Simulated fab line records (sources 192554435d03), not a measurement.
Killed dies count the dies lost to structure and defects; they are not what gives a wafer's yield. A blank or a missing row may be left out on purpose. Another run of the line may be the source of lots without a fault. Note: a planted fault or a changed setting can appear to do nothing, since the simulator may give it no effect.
Matching of chambers :: flow n5_finfet :: N5_FIN_CUT_CUT_ETCH_27 on rie_diel-06: 4 sister chambers
The step etches SiO2 in CHF3/O2, target depth 4 nm, overetch 2 nm, time 4.9 s. 4 wafers are shown with their chamber, then 7 later ones without.

## WAFERS PAIRED WITH THEIR CHAMBERS
wafer: L079.4
chamber: 3
showerhead_plenum_p_Torr (Torr): 2.29

wafer: L083.6
chamber: 0
showerhead_plenum_p_Torr (Torr): 2.54

wafer: L087.3
chamber: 2
showerhead_plenum_p_Torr (Torr): 2.32

wafer: L087.4
chamber: 1
showerhead_plenum_p_Torr (Torr): 2.24

## WAFERS WITH NO CHAMBER GIVEN
wafer: L087.6
showerhead_plenum_p_Torr (Torr): 2.24

wafer: L089.1
showerhead_plenum_p_Torr (Torr): 2.53

wafer: L089.2
showerhead_plenum_p_Torr (Torr): 2.32

wafer: L089.4
showerhead_plenum_p_Torr (Torr): 2.28

wafer: L092.1
showerhead_plenum_p_Torr (Torr): 2.53

wafer: L092.2
showerhead_plenum_p_Torr (Torr): 2.24

wafer: L092.3
showerhead_plenum_p_Torr (Torr): 2.32

## CHAMBER TAKEN BY EACH
wafer: L087.6
from the rows above: 1
in truth: 1

wafer: L089.1
from the rows above: 0
in truth: 0

wafer: L089.2
from the rows above: 2
in truth: 2

wafer: L089.4
from the rows above: 3
in truth: 3

wafer: L092.1
from the rows above: 0
in truth: 0

wafer: L092.2
from the rows above: 1
in truth: 1

wafer: L092.3
from the rows above: 2
in truth: 2
Correctly placed: 7 of 7. Not placeable from these rows: 0. Number placed wrongly: 0.
How it was worked out, from the rows above alone: a wafer's distance from a chamber is the root of the sum, over the readings, of the square of ((its reading less the chamber's mean) divided by the reading's scatter). If the next closest chamber is less than 2 further off than the closest, the wafer can't be placed; otherwise it belongs to the closest. For every chamber, the mean is computed from those of its wafers that are shown. The scatter (one wafer shown for each chamber): square how far every hidden wafer sits from the nearest shown wafer, average those squares and take the square root.
